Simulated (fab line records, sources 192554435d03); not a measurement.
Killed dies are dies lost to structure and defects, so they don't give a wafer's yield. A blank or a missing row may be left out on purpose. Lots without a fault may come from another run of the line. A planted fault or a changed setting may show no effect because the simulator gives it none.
fab line records | flow n5_finfet | part 1 of 2: steps 1 to 27 of 35
record lots=5 wafers=15 last_day=14
route steps=1938 shown BEOL_M13@1660
lots that met no fault: from a run of the same line without faults
start_h: hours from the record's first day to the start of the lot's first wafer shown | wait_h: hours since the lot's step before | " the same as in the row above | L1.1+2: a row that stands for several wafers | - no value, or no start given | * or withheld: withheld | < > ~ a bound
route shown NAME@n: a module of which the file shows steps, and the number in the route of the first | usual: mean/standard deviation of fault-free wafers | same: alike in all rows | chamber/n: place in a boat | sites: the reading at each site | _std_site: their standard deviation | _edge_site: outer sites' mean less inner sites' | radius_mm: how far each site lies from the wafer's centre | mask NAME#n: copy n | behind: the tool/chamber that last shaped the wafer | hold: why the lot was held/for how many hours/how that ended | device: the transistor (n, p or np) that didn't switch | end of line: the same wafers' tests at the end of the route | a step without rows: its recipe alone | killed: dies lost to structure and defects at the first sort, not the wafer's yield | map: a wafer's dies, x killed, . not, _ none there
set.NAME: the setting as run; set.NAME@STEP: as run at that earlier step | model.NAME: the simulator's own value behind a step, which no gauge read
lots at some steps of the route; a table a step, a row a wafer
services: from which hour (start_h, from the record's first day; less than 0 if before it) a tool's chamber was out of use, for how many hours, and why
## steps
# step N5_BEOL_M13_THK_MEAS_01
# recipe reads=SiOC_of_BEOL_M13_ILD_DEP_00
# usual M13_ILD_THK=836/10
# columns lot.wafer tool chamber start_h wait_h M13_ILD_THK[nm]
L075.3 film_metro-02 - 243.85 0.1 828
L075.4 " - " " 853
L075.5 " - " " 856
L080.2 film_metro-01 - 282.91 0.2 820
L080.3 " - " " 830
L080.6 " - " " 826
L083.1 film_metro-01 - 287.18 0.1 816
L083.4 " - " " 845
L083.6 " - " " 831
L084.2 film_metro-01 - 303.48 0.1 824
L084.4 " - " " 838
L084.5 " - " " 830
L085.1 film_metro-01 - 307.01 0.1 830
L085.2 " - " " 839
L085.5 " - " " 837
# step N5_BEOL_M13_COAT_58
# recipe resist=BARC temp_c=205 time_s=60 spin_rpm=1500 resist_thk_nm=89
# usual spin_speed_rpm=1500.1/1
# columns lot.wafer tool chamber start_h wait_h spin_speed_rpm
L075.3 litho_track-01 0 243.88 0.0 1499.8
L075.4 " 0 " " 1500.6
L075.5 " 0 " " 1500.1
L080.2 litho_track-01 0 282.94 0.0 1497.8
L080.3 " 0 " " 1498.9
L080.6 " 0 " " 1500.1
L083.1 litho_track-02 0 287.21 0.0 1500.7
L083.4 " 0 " " 1498.0
L083.6 " 0 " " 1501.0
L084.2 litho_track-03 0 303.51 0.0 1500.4
L084.4 " 0 " " 1501.4
L084.5 " 0 " " 1501.1
L085.1 litho_track-01 0 307.04 0.0 1499.7
L085.2 " 0 " " 1500.2
L085.5 " 0 " " 1499.1
# step N5_BEOL_M13_COAT_04
# recipe spin_rpm=1625 resist_thk_nm=400
# usual spin_speed_rpm=1624.8/1.3
# columns lot.wafer tool chamber start_h wait_h spin_speed_rpm
L075.3 litho_track-01 0 - - 1625.6
L075.4 " 0 " " 1625.8
L075.5 " 0 " " 1625.6
L080.2 litho_track-01 0 - - 1624.6
L080.3 " 0 " " 1624.5
L080.6 " 0 " " 1625.9
L083.1 litho_track-02 0 - - 1622.3
L083.4 " 0 " " 1627.3
L083.6 " 0 " " 1624.7
L084.2 litho_track-03 0 - - 1626.3
L084.4 " 0 " " 1626.1
L084.5 " 0 " " 1626.1
L085.1 litho_track-01 0 - - 1622.8
L085.2 " 0 " " 1624.5
L085.5 " 0 " " 1626.0
# step N5_BEOL_M13_EBR_06
# recipe solvent=PGMEA ebr_width_mm=1.5
# same ebr_width_mm=1.5
# columns lot.wafer tool chamber start_h wait_h
L075.3+4+5 litho_track-01 0 - -
L080.2+3+6 litho_track-01 0 - -
L083.1+4+6 litho_track-02 0 - -
L084.2+4+5 litho_track-03 0 - -
L085.1+2+5 litho_track-01 0 - -
# step N5_BEOL_M13_SOFTBAKE_05
# recipe temp_c=130 time_s=60
# columns lot.wafer tool chamber start_h wait_h
L075.3+4+5 litho_track-01 0 - -
L080.2+3+6 litho_track-01 0 - -
L083.1+4+6 litho_track-02 0 - -
L084.2+4+5 litho_track-03 0 - -
L085.1+2+5 litho_track-01 0 - -
# step N5_BEOL_M13_EXPOSE_07
# recipe mask_id=V12 na=0.93 source_shape=conventional sigma_outer=0.6 polarization=unpolarized attpsm_phase_deg=180 dose_mj=24.8
# same na=0.93 sigma_outer=0.6
# columns lot.wafer tool chamber start_h wait_h mask
L075.3+4+5 krf_scanner-01 0 243.99 - V12#0
L080.2+3+6 krf_scanner-02 0 283.17 - V12#0
L083.1+4+6 krf_scanner-01 0 287.43 - V12#0
L084.2+4+5 krf_scanner-02 0 303.74 - V12#0
L085.1+2+5 krf_scanner-02 0 307.14 - V12#0
# step N5_BEOL_M13_PEB_08
# recipe peb_temp_c=130 peb_time_s=90
# columns lot.wafer tool chamber start_h wait_h
L075.3+4+5 litho_track-01 0 244.04 0.0
L080.2+3+6 litho_track-01 0 283.22 0.0
L083.1+4+6 litho_track-02 0 287.49 0.1
L084.2+4+5 litho_track-03 0 303.79 0.0
L085.1+2+5 litho_track-02 0 307.20 0.1
# step N5_BEOL_M13_DEVELOP_09
# recipe develop_time_s=45 rinse_liquid=diw dry=air_spin dev_temp_c=21
# columns lot.wafer tool chamber start_h wait_h
L075.3+4+5 litho_track-01 0 - -
L080.2+3+6 litho_track-01 0 - -
L083.1+4+6 litho_track-02 0 - -
L084.2+4+5 litho_track-03 0 - -
L085.1+2+5 litho_track-02 0 - -
# step N5_BEOL_M13_HARDBAKE_14
# recipe temp_c=130 time_s=120
# columns lot.wafer tool chamber start_h wait_h
L075.3+4+5 litho_track-01 0 - -
L080.2+3+6 litho_track-01 0 - -
L083.1+4+6 litho_track-02 0 - -
L084.2+4+5 litho_track-03 0 - -
L085.1+2+5 litho_track-02 0 - -
# step N5_BEOL_M13_CD_MEAS_10
# recipe target_cd_nm=190 landing_energy_ev=500 detector=se_inlens polarity=opening
# usual cd_nm=190.1/1.6
# columns lot.wafer tool chamber start_h wait_h cd_nm
L075.3 cd_sem-02 0 244.15 - 188.0
L075.4 " 0 " " 187.7
L075.5 " 0 " " 188.3
L080.2 cd_sem-02 0 283.33 - 192.4
L080.3 " 0 " " 190.8
L080.6 " 0 " " 192.1
L083.1 cd_sem-02 0 287.61 - 189.3
L083.4 " 0 " " 189.9
L083.6 " 0 " " 190.7
L084.2 cd_sem-01 0 303.91 - 190.2
L084.4 " 0 " " 191.0
L084.5 " 0 " " 190.3
L085.1 cd_sem-03 0 307.31 - 191.7
L085.2 " 0 " " 191.3
L085.5 " 0 " " 191.9
# step N5_BEOL_M13_OVL_MEAS_11
# recipe points_per_wafer=44
# usual V12_OVL=-3/5.7
# columns lot.wafer tool chamber start_h wait_h V12_OVL[nm]
L075.3 overlay-01 0 244.18 0.0 -14
L075.4 " 0 " " -19
L075.5 " 0 " " -7
L080.2 overlay-01 0 283.36 0.0 1
L080.3 " 0 " " 4
L080.6 " 0 " " -5
L083.1 overlay-02 0 287.64 0.0 -6
L083.4 " 0 " " -9
L083.6 " 0 " " -5
L084.2 overlay-01 0 303.94 0.0 2
L084.4 " 0 " " 4
L084.5 " 0 " " 4
L085.1 overlay-02 0 307.34 0.0 2
L085.2 " 0 " " -5
L085.5 " 0 " " -3
# step N5_BEOL_M13_INSPECT_12
# recipe mode=adi inspect_instrument=macro
# usual raw_defect_count=1.9/1.3
# columns lot.wafer tool chamber start_h wait_h raw_defect_count
L075.3 defect_inspect-01 - 244.21 0.0 3
L075.4 " - " " 1
L075.5 " - " " 2
L080.2 defect_inspect-01 - 283.39 0.0 2
L080.3 " - " " 0
L080.6 " - " " 0
L083.1 defect_inspect-02 - 287.66 0.0 2
L083.4 " - " " 2
L083.6 " - " " 1
L084.2 defect_inspect-02 - 303.96 0.0 3
L084.4 " - " " 3
L084.5 " - " " 1
L085.1 defect_inspect-02 - 307.37 0.0 3
L085.2 " - " " 1
L085.5 " - " " 3
# step N5_BEOL_M13_DESCUM_15
# recipe chemistry=O2 time_s=7.9 source_power_w=50 bias_power_w=20 pressure_mtorr=20 rf_frequency_hz=2.712e+07 temp_c=40 o2_flow_sccm=225
# usual drypump_motor_current_A=5.7/0.38 oes_product_au=0.80/0.092 rf_vpp_V=243.3/1.4 showerhead_plenum_p_Torr=2.10/0.064 throttle_valve_pct=20.41/0.23
# columns lot.wafer tool chamber start_h wait_h drypump_motor_current_A oes_product_au rf_hours_counter_h rf_vpp_V showerhead_plenum_p_Torr throttle_valve_pct
L075.3 rie_diel-01 3 244.24 0.0 5.9 0.80 120 244.2 2.21 20.48
L075.4 " 1 " " 6.5 0.86 53 241.7 2.04 20.30
L075.5 " 2 " " 5.6 0.70 - 242.3 2.06 20.06
L080.2 rie_diel-02 0 283.42 0.0 5.9 0.92 12 245.9 2.22 20.61
L080.3 " 1 " " 5.2 0.72 198 241.9 2.00 20.19
L080.6 " 0 " " 5.9 0.92 - 245.1 2.22 20.58
L083.1 rie_diel-06 3 287.70 0.0 5.5 0.83 72 242.2 2.11 20.21
L083.4 " 2 " " 5.2 0.69 228 243.1 2.15 20.68
L083.6 " 2 " " 5.2 0.69 - 242.2 2.15 20.69
L084.2 rie_diel-02 0 304.00 0.0 5.9 0.90 19 244.4 2.22 20.61
L084.4 " 3 " " 6.4 0.95 6 242.0 2.06 20.24
L084.5 " 2 " " 5.8 0.68 - 244.3 2.15 20.64
L085.1 rie_diel-06 3 307.40 0.0 5.5 0.84 78 243.0 2.11 20.21
L085.2 " 2 " " 5.2 0.68 234 244.6 2.14 20.69
L085.5 " 1 " " 5.5 0.92 - 243.9 2.06 20.09
# step N5_BEOL_M13_ETCH_59
# recipe chemistry=N2/H2 target=BARC target_depth_a=890 overetch_a=267 time_s=67.9 ion_energy_ev=200 pressure_mtorr=30 source_w=840 bias_w=150 n2_flow_sccm=200 h2_flow_sccm=200
# usual drypump_motor_current_A=5.7/0.38 oes_product_au=0.69/0.076 rf_vpp_V=524.1/2.4 showerhead_plenum_p_Torr=2.55/0.08 throttle_valve_pct=17.84/0.22
# columns lot.wafer tool chamber start_h wait_h drypump_motor_current_A oes_product_au rf_hours_counter_h rf_vpp_V showerhead_plenum_p_Torr throttle_valve_pct
L075.3 rie_diel-01 3 244.27 0.0 5.9 0.69 120 526.3 2.64 17.68
L075.4 " 1 " " 6.4 0.73 53 521.4 2.47 17.68
L075.5 " 2 " " 5.6 0.61 - 521.7 2.54 17.88
L080.2 rie_diel-02 0 283.46 0.0 5.9 0.79 12 527.7 2.70 17.93
L080.3 " 1 " " 5.2 0.62 198 520.9 2.43 17.71
L080.6 " 0 " " 5.9 0.80 - 528.5 2.70 17.94
L083.1 rie_diel-06 3 287.73 0.0 5.5 0.71 72 523.6 2.55 17.59
L083.4 " 2 " " 5.2 0.59 228 526.0 2.63 18.23
L083.6 " 2 " " 5.2 0.59 - 526.1 2.63 18.22
L084.2 rie_diel-02 0 304.03 0.0 5.9 0.78 19 528.3 2.69 17.96
L084.4 " 3 " " 6.4 0.81 6 522.1 2.48 17.52
L084.5 " 2 " " 5.8 0.59 - 524.4 2.62 18.17
L085.1 rie_diel-06 3 307.44 0.0 5.5 0.70 78 524.2 2.55 17.61
L085.2 " 2 " " 5.2 0.58 234 526.1 2.63 18.26
L085.5 " 1 " " 5.5 0.79 - 521.3 2.51 17.56
# step N5_BEOL_M13_VIA_ETCH_16
# recipe chemistry=C4F8/O2/Ar target=SiOC pressure_mtorr=30 source_w=3000 bias_w=700 Ar_flow_sccm=400 C4F8_flow_sccm=15 O2_flow_sccm=8 he_inner_torr=15 he_outer_torr=30 target_depth_a=9217 time_s=withheld ion_energy_ev=250 ends=cleared
# usual C4F8_flow_sccm=14.99/0.042 drypump_motor_current_A=5.7/0.38 oes_product_au=0.72/0.084 rf_vpp_V=665.8/2.9 showerhead_plenum_p_Torr=3.43/0.11 throttle_valve_pct=24.17/0.26
# columns lot.wafer tool chamber start_h wait_h C4F8_flow_sccm drypump_motor_current_A oes_product_au rf_vpp_V showerhead_plenum_p_Torr throttle_valve_pct
L075.3 rie_diel-01 3 244.33 0.0 14.97 5.9 0.72 668.2 3.55 24.07
L075.4 " 1 " " 14.94 6.5 0.77 664.9 3.36 24.16
L075.5 " 2 " " 15.01 5.6 0.64 664.2 3.40 24.01
L080.2 rie_diel-02 0 283.51 0.0 15.07 5.9 0.85 670.7 3.65 24.58
L080.3 " 1 " " 14.97 5.2 0.65 660.3 3.26 23.87
L080.6 " 0 " " 15.06 5.9 0.84 669.4 3.64 24.58
L083.1 rie_diel-06 3 287.78 0.0 15.03 5.5 0.75 668.7 3.46 24.03
L083.4 " 2 " " 14.99 5.2 0.63 667.9 3.53 24.59
L083.6 " 2 " " 15.02 5.2 0.62 669.4 3.53 24.60
L084.2 rie_diel-02 0 304.08 0.0 15.02 6.0 0.83 670.3 3.64 24.58
L084.4 " 3 " " 14.95 6.4 0.86 664.1 3.35 23.94
L084.5 " 2 " " 14.97 5.8 0.62 668.2 3.47 24.20
L085.1 rie_diel-06 3 307.49 0.0 15.05 5.5 0.74 667.2 3.45 24.03
L085.2 " 2 " " 14.97 5.2 0.61 668.3 3.53 24.60
L085.5 " 1 " " 15.00 5.5 0.85 663.2 3.36 23.83
# step N5_BEOL_M13_STRIP_63
# recipe chemistry=N2/H2 power_w=1000 temp_c=250 h2_frac=0.65 overash_fraction=0.3 pressure_mtorr=1000 n2_flow_sccm=1750 h2_flow_sccm=3250
# usual drypump_motor_current_A=5.6/0.36 heater_power_w=328/33 oes_product_au=0.674/0.0049 strip_time_to_endpoint_s=27.8/1
# columns lot.wafer tool chamber start_h wait_h drypump_motor_current_A heater_power_w oes_product_au rf_hours_counter_h strip_time_to_endpoint_s
L075.3 plasma_asher-01 1 244.58 - 5.9 323 0.677 - 28.5
L075.4 " 0 " " 5.7 293 0.672 - 26.8
L075.5 " 0 " " 5.7 296 0.671 - 25.7
L080.2 plasma_asher-01 0 283.74 - 5.7 291 0.677 134 28.3
L080.3 " 0 " " 5.7 295 0.673 - 28.3
L080.6 " 0 " " 5.7 301 0.681 - 28.3
L083.1 plasma_asher-02 1 288.02 - 5.0 308 0.672 76 28.5
L083.4 " 0 " " 5.9 391 0.669 - 27.3
L083.6 " 1 " " 5.0 309 0.672 - 27.8
L084.2 plasma_asher-01 0 304.32 - 5.7 313 0.683 138 28.7
L084.4 " 0 " " 5.7 301 0.678 - 28.8
L084.5 " 0 " " 5.7 298 0.672 - 29.6
L085.1 plasma_asher-01 0 307.72 - 5.7 301 0.671 140 27.1
L085.2 " 1 " " 5.9 323 0.684 140 27.3
L085.5 " 1 " " 5.9 320 0.680 - 27.0
# step N5_BEOL_M13_STRIP_64
# recipe chemistry=N2/H2 power_w=1000 temp_c=250 h2_frac=0.65 overash_fraction=0.3 pressure_mtorr=withheld n2_flow_sccm=1750 h2_flow_sccm=3250
# usual drypump_motor_current_A=5.6/0.36 heater_power_w=328/32 oes_product_au=0.715/0.0045 strip_time_to_endpoint_s=31.32/0.074
# columns lot.wafer tool chamber start_h wait_h drypump_motor_current_A heater_power_w oes_product_au rf_hours_counter_h strip_time_to_endpoint_s
L075.3 plasma_asher-01 1 244.64 0.0 5.9 333 0.717 - 31.20
L075.4 " 0 " " 5.7 299 0.712 - 31.31
L075.5 " 0 " " 5.7 299 0.717 - 31.38
L080.2 plasma_asher-01 0 283.80 0.0 5.7 300 0.719 134 31.31
L080.3 " 0 " " 5.7 301 0.712 - 31.35
L080.6 " 0 " " 5.7 291 0.712 - 31.42
L083.1 plasma_asher-02 1 288.08 0.0 4.9 314 0.719 76 31.35
L083.4 " 0 " " 5.9 389 0.710 - 31.34
L083.6 " 1 " " 5.0 316 0.713 - 31.40
L084.2 plasma_asher-01 0 304.38 0.0 5.7 302 0.714 138 31.42
L084.4 " 0 " " 5.7 302 0.721 - 31.41
L084.5 " 0 " " 5.7 295 0.717 - 31.43
L085.1 plasma_asher-01 0 307.78 0.0 5.7 297 0.712 140 31.33
L085.2 " 1 " " 5.9 322 0.714 140 31.32
L085.5 " 1 " " 5.9 316 0.706 - 31.36
# step N5_BEOL_M13_STRIP_71
# recipe chemistry=post_etch_residue_remover time_s=60 temp_c=25 remover_ph=withheld remover_water_wt_pct=withheld remover_fluoride_wt_pct=withheld
# columns lot.wafer tool chamber start_h wait_h
L075.3+4+5 wet_bench-03 1,4,2 244.71 0.0
L080.2+3+6 wet_bench-02 7,0,5 283.89 0.1
L083.1+4+6 wet_bench-03 2,5,3 288.16 0.1
L084.2+4+5 wet_bench-02 2,0,4 304.47 0.1
L085.1+2+5 wet_bench-01 4,0,5 307.87 0.1
# step N5_BEOL_M13_SRD_72
# recipe time_s=30 temp_c=23 rinse_liquid=diw dry=n2_spin spin_rpm=1500 dry_time_s=30
# columns lot.wafer tool chamber start_h wait_h
L075.3+4+5 wet_bench-03 1,4,2 244.73 0.0
L080.2+3+6 wet_bench-02 7,0,5 283.91 0.0
L083.1+4+6 wet_bench-03 2,5,3 288.18 0.0
L084.2+4+5 wet_bench-02 2,0,4 304.49 0.0
L085.1+2+5 wet_bench-01 4,0,5 307.89 0.0
# step N5_BEOL_M13_CD_MEAS_17
# recipe target_cd_nm=190 polarity=opening
# usual cd_nm=190.5/1.7
# columns lot.wafer tool chamber start_h wait_h cd_nm
L075.3 cd_sem-01 - 244.77 0.0 187.6
L075.4 " - " " 186.8
L075.5 " - " " 189.1
L080.2 cd_sem-02 - 283.96 0.0 192.1
L080.3 " - " " 191.7
L080.6 " - " " 193.6
L083.1 cd_sem-02 - 288.22 0.0 189.5
L083.4 " - " " 190.5
L083.6 " - " " 191.8
L084.2 cd_sem-02 - 304.53 0.0 192.3
L084.4 " - " " 191.9
L084.5 " - " " 191.1
L085.1 cd_sem-03 - 307.93 0.0 192.2
L085.2 " - " " 190.7
L085.5 " - " " 191.8
# step N5_BEOL_M13_COAT_65
# recipe resist=SOC temp_c=250 time_s=60 spin_rpm=1500 resist_thk_nm=350
# usual spin_speed_rpm=1500.1/0.9
# columns lot.wafer tool chamber start_h wait_h spin_speed_rpm
L075.3 litho_track-01 0 244.81 0.0 1499.2
L075.4 " 0 " " 1502.3
L075.5 " 0 " " 1498.5
L080.2 litho_track-01 0 283.99 0.0 1500.1
L080.3 " 0 " " 1499.4
L080.6 " 0 " " 1499.0
L083.1 litho_track-01 0 288.26 0.0 1500.8
L083.4 " 0 " " 1500.8
L083.6 " 0 " " 1500.0
L084.2 litho_track-01 0 304.56 0.0 1500.9
L084.4 " 0 " " 1501.0
L084.5 " 0 " " 1500.4
L085.1 litho_track-01 0 307.97 0.0 1500.9
L085.2 " 0 " " 1499.4
L085.5 " 0 " " 1500.5
# step N5_BEOL_M13_COAT_66
# recipe resist=SiARC temp_c=220 time_s=60 spin_rpm=1500 resist_thk_nm=110
# usual spin_speed_rpm=1500.0/1
# columns lot.wafer tool chamber start_h wait_h spin_speed_rpm
L075.3 litho_track-01 0 - - 1499.1
L075.4 " 0 " " 1498.5
L075.5 " 0 " " 1498.6
L080.2 litho_track-01 0 - - 1500.5
L080.3 " 0 " " 1499.3
L080.6 " 0 " " 1500.9
L083.1 litho_track-01 0 - - 1499.4
L083.4 " 0 " " 1498.8
L083.6 " 0 " " 1499.8
L084.2 litho_track-01 0 - - 1499.7
L084.4 " 0 " " 1500.6
L084.5 " 0 " " 1499.9
L085.1 litho_track-01 0 - - 1499.3
L085.2 " 0 " " 1499.7
L085.5 " 0 " " 1501.2
# step N5_BEOL_M13_COAT_22
# recipe spin_rpm=2888 resist_thk_nm=300
# usual spin_speed_rpm=2888.1/2
# columns lot.wafer tool chamber start_h wait_h spin_speed_rpm
L075.3 litho_track-01 0 - - 2885.8
L075.4 " 0 " " 2888.4
L075.5 " 0 " " 2887.4
L080.2 litho_track-01 0 - - 2888.2
L080.3 " 0 " " 2888.9
L080.6 " 0 " " 2888.5
L083.1 litho_track-01 0 - - 2886.4
L083.4 " 0 " " 2887.1
L083.6 " 0 " " 2887.0
L084.2 litho_track-01 0 - - 2888.4
L084.4 " 0 " " 2888.6
L084.5 " 0 " " 2888.0
L085.1 litho_track-01 0 - - 2886.2
L085.2 " 0 " " 2885.7
L085.5 " 0 " " 2890.5
# step N5_BEOL_M13_EBR_24
# recipe solvent=PGMEA ebr_width_mm=1.5
# same ebr_width_mm=1.5
# columns lot.wafer tool chamber start_h wait_h
L075.3+4+5 litho_track-01 0 - -
L080.2+3+6 litho_track-01 0 - -
L083.1+4+6 litho_track-01 0 - -
L084.2+4+5 litho_track-01 0 - -
L085.1+2+5 litho_track-01 0 - -
# step N5_BEOL_M13_SOFTBAKE_23
# recipe temp_c=130 time_s=60
# columns lot.wafer tool chamber start_h wait_h
L075.3+4+5 litho_track-01 0 - -
L080.2+3+6 litho_track-01 0 - -
L083.1+4+6 litho_track-01 0 - -
L084.2+4+5 litho_track-01 0 - -
L085.1+2+5 litho_track-01 0 - -
# step N5_BEOL_M13_EXPOSE_25
# recipe mask_id=M13 na=0.93 source_shape=conventional sigma_outer=0.4 polarization=unpolarized target_cd_nm=210 dose_mj=22
# same na=0.93 sigma_outer=0.4
# columns lot.wafer tool chamber start_h wait_h mask
L075.3+4+5 krf_scanner-02 0 245.06 - M13#0
L080.2+3+6 krf_scanner-02 0 284.24 - M13#0
L083.1+4+6 krf_scanner-01 0 288.50 - M13#0
L084.2+4+5 krf_scanner-01 0 304.69 - M13#0
L085.1+2+5 krf_scanner-02 0 308.21 - M13#0
# step N5_BEOL_M13_PEB_26
# recipe peb_temp_c=130 peb_time_s=90
# columns lot.wafer tool chamber start_h wait_h
L075.3+4+5 litho_track-01 0 245.11 0.0
L080.2+3+6 litho_track-02 0 284.29 0.0
L083.1+4+6 litho_track-03 0 288.56 0.1
L084.2+4+5 litho_track-03 0 304.74 0.0
L085.1+2+5 litho_track-01 0 308.27 0.1
